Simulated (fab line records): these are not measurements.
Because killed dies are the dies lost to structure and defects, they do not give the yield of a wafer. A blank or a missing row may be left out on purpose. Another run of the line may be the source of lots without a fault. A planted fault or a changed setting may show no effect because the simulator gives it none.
Matching of chambers || flow n5_finfet || N5_HKMG_FIN_ALD_36 on ald_metal-01 has 4 sister chambers
The step deposits TiN, target thk 1 nm, pulse time 1 s, purge time 3 s. 8 wafers are shown with their chamber, then 9 later ones without.

EACH WAFER AND ITS CHAMBER
{"wafer": "L080.3", "chamber": 1, "heater_power_w (W)": 1043, "precursor_pulse_height_rel": 0.996}
{"wafer": "L080.6", "chamber": 3, "heater_power_w (W)": 792, "precursor_pulse_height_rel": 0.988}
{"wafer": "L084.1", "chamber": 0, "heater_power_w (W)": 882, "precursor_pulse_height_rel": 1.027}
{"wafer": "L084.2", "chamber": 1, "heater_power_w (W)": 1061, "precursor_pulse_height_rel": 1.017}
{"wafer": "L084.4", "chamber": 2, "heater_power_w (W)": 828, "precursor_pulse_height_rel": 0.963}
{"wafer": "L085.1", "chamber": 2, "heater_power_w (W)": 827, "precursor_pulse_height_rel": 1.041}
{"wafer": "L085.4", "chamber": 3, "heater_power_w (W)": 805, "precursor_pulse_height_rel": 1.032}
{"wafer": "L085.5", "chamber": 0, "heater_power_w (W)": 885, "precursor_pulse_height_rel": 0.991}

WAFERS WITH NO CHAMBER GIVEN
{"wafer": "L087.4", "heater_power_w (W)": 1061, "precursor_pulse_height_rel": 0.981}
{"wafer": "L087.5", "heater_power_w (W)": 845, "precursor_pulse_height_rel": 0.949}
{"wafer": "L087.6", "heater_power_w (W)": 796, "precursor_pulse_height_rel": 0.966}
{"wafer": "L091.1", "heater_power_w (W)": 867, "precursor_pulse_height_rel": 1.033}
{"wafer": "L091.4", "heater_power_w (W)": 1027, "precursor_pulse_height_rel": 1.018}
{"wafer": "L091.5", "heater_power_w (W)": 1046, "precursor_pulse_height_rel": 1.033}
{"wafer": "L095.2", "heater_power_w (W)": 789, "precursor_pulse_height_rel": 1.010}
{"wafer": "L095.3", "heater_power_w (W)": 1035, "precursor_pulse_height_rel": 1.004}
{"wafer": "L095.5", "heater_power_w (W)": 1040, "precursor_pulse_height_rel": 1.011}

THE CHAMBER EACH PASSED THROUGH
{"wafer": "L087.4", "from the rows above": 1, "in truth": 1}
{"wafer": "L087.5", "from the rows above": 2, "in truth": 2}
{"wafer": "L087.6", "from the rows above": 3, "in truth": 3}
{"wafer": "L091.1", "from the rows above": 0, "in truth": 0}
{"wafer": "L091.4", "from the rows above": 1, "in truth": 1}
{"wafer": "L091.5", "from the rows above": 1, "in truth": 1}
{"wafer": "L095.2", "from the rows above": 3, "in truth": 3}
{"wafer": "L095.3", "from the rows above": 1, "in truth": 1}
{"wafer": "L095.5", "from the rows above": 1, "in truth": 1}
Correct placement for 9 of the 9. From these rows, 0 cannot be placed. Placed wrongly: 0.
How it was worked out, from the rows above alone: a wafer's distance from a chamber is the root of the sum, over the readings, of the square of ((its reading less the chamber's mean) divided by the reading's scatter). If the next closest chamber is less than 2 further off than the closest, the wafer can't be placed; otherwise it belongs to the closest. The mean given for a chamber averages the wafers shown for that chamber. The scatter: the root of (the sum of the squares of (reading less its chamber's mean) over the shown wafers, divided by (wafers less chambers)).
